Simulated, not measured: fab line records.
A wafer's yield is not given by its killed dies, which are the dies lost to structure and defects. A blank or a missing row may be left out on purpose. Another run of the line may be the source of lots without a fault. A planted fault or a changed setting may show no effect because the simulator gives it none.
Comparing a struck lot with a sound one :: flow n5 finfet :: 20 steps out of a route of 1938
Sound: these wafers, L954.1, L954.2, L954.3. Wafers struck: L969.2, L969.5, L969.6. At the end, the cause is stated.
For every step that has rows: the tool of each side, followed by ch and its chambers, followed by its first start. Under that, the readings that differ: sound wafers :: struck wafers :: difference of the means :: sigmas: that difference in standard deviations of wafers without a fault.
alike: readings whose means differ by less than 2 such deviations, and words and numbers that are the same on both sides. not compared: withheld readings, readings that some wafer has no value for, bounds like >300 that may hide the same value, and numbers for which the record gives no deviation and whose values overlap.
A row with sigmas, a row that says differs or no value, or rows on one side alone: a step with any of these is where the two part. Numbers that have no deviation but don't overlap get no sigmas and don't part them. Lack of a reading on every wafer of one side parts them only where that side has two or more wafers.

N5_PMOS_HMC_CHANNEL_EPI_OVL_MEAS_10:
  sound on overlay-02 ch 0, day 2 17:07; struck on overlay-01 ch 0, day 6 12:07
  alike: PMOS_HMC_BLK_OVL
N5_PMOS_HMC_CHANNEL_EPI_INSPECT_11: inspects for defects (macro).
  sound on defect inspect-02 at day 2 17:08; struck on defect inspect-01 at day 6 12:09
  alike: raw defect count
N5_PMOS_HMC_CHANNEL_EPI_DESCUM_14: chemistry O2, time 7.9 s.
  sound on rie diel-06 ch 1,2,3, day 2 17:10; struck on rie diel-06 ch 0,2, day 6 12:22
  alike: drypump motor current A, oes product au, rf vpp V, showerhead plenum p Torr, throttle valve pct
  not compared: rf hours counter h
then, 1 step without rows for these wafers: N5_PMOS_HMC_CHANNEL_EPI_ETCH_32 (etches BARC in N2/H2, stops on SiO2, target depth 85.8 nm, time 50.3 s).
N5_PMOS_HMC_CHANNEL_EPI_HM_OPEN_15: chemistry CHF3/O2, target SiO2, target depth 40.6 nm, time 20.3 s.
  sound on rie diel-06 ch 1,2,3, day 2 17:14; struck on rie diel-06 ch 0,2, day 6 12:27
  alike: drypump motor current A, oes product au, rf vpp V, showerhead plenum p Torr, throttle valve pct
  not compared: rf hours counter h
N5_PMOS_HMC_CHANNEL_EPI_STRIP_33: strips in N2/H2.
  sound on rie diel-06 ch 1,2,3, day 2 17:18; struck on rie diel-06 ch 0,2, day 6 12:30
  alike: drypump motor current A, oes product au, rf vpp V, showerhead plenum p Torr, throttle valve pct
  not compared: rf hours counter h
then, 1 step without rows for these wafers: N5_PMOS_HMC_CHANNEL_EPI_STRIP_17 (strips in SPM, time 750 s).
N5_PMOS_HMC_CHANNEL_EPI_ETCH_38: etches SiO2 in CF4, target depth 1.5 nm.
  sound on rie si-02 ch 0,2,3, day 2 17:51; struck on rie si-02 ch 1,2,3, day 6 12:48
  alike: drypump motor current A, oes product au, throttle valve pct
  not compared: rf hours counter h
then, 4 steps without rows for these wafers: N5_PMOS_HMC_CHANNEL_EPI_FIN_RECESS_16 (chemistry HBr/Cl2, target Si, target depth 54 nm, time 18 s); N5_PMOS_HMC_CHANNEL_EPI_PRECLEAN_36 (cleans in O3/DIW, time 45 s); N5_PMOS_HMC_CHANNEL_EPI_PRECLEAN_18 (cleans in DHF, time 30 s); N5_PMOS_HMC_CHANNEL_EPI_SRD_19 (time 30 s).
N5_PMOS_HMC_CHANNEL_EPI_EPI_20: deposits SiGe30, target thk 59 nm.
  sound on epi rpcvd-03 ch 0, day 2 18:02; struck on epi rpcvd-03 ch 0, day 6 13:12
  alike: chamber pressure Torr
then, 2 steps without rows for these wafers: N5_PMOS_HMC_CHANNEL_EPI_HM_STRIP_35 (strips SiO2 in dHF, material SiO2, target depth 39.6 nm, time 216 s); N5_PMOS_HMC_CHANNEL_EPI_SRD_39 (time 30 s).
N5_PMOS_HMC_CHANNEL_EPI_CMP_21: polishes SiGe30, target thk 54 nm.
  sound on cmp-04 ch 0,1,2, day 2 19:23; struck on cmp-02 ch 0,2,3, day 6 14:25
  alike: motor current A
N5_PMOS_HMC_CHANNEL_EPI_THK_MEAS_22:
  sound on film metro-01 at day 2 19:40; struck on film metro-01 at day 6 14:37
reading: HMC_CMP_THK (nm)
sound: 54.3 53.4 54.0
struck: 47.9 47.3 47.1
difference: -6.5
sigmas: -13
then, 1 step without rows for these wafers: N5_PMOS_HMC_CHANNEL_EPI_PRECLEAN_40 (cleans in DHF, time 30 s).
-- here the record skips 6 days between the struck wafers' starts before and after, leaving off in module PMOS_HMC_CHANNEL_EPI and picking up in module BEOL_M4 (first step shown: number 1111 of the route) --
N5_BEOL_M4_RC_MEAS_101:
  sound on prober-02 ch 0, day 9 19:10; struck on prober-02 ch 0, day 12 21:55
  alike: DIBL_N, DIBL_P, IOFF_N, IOFF_P, ION_N, ION_P, SS_N, SS_P, VT_N, VT_P
then, 1 step without rows for these wafers: N5_PASSIVATION_PROBE_49.

## WHERE THEY PART
Within this record, at N5_PMOS_HMC_CHANNEL_EPI_THK_MEAS_22 only. Later steps at which nothing parts them and some readings are alike: N5_BEOL_M4_RC_MEAS_101.

WHY: whatever the simulator had introduced
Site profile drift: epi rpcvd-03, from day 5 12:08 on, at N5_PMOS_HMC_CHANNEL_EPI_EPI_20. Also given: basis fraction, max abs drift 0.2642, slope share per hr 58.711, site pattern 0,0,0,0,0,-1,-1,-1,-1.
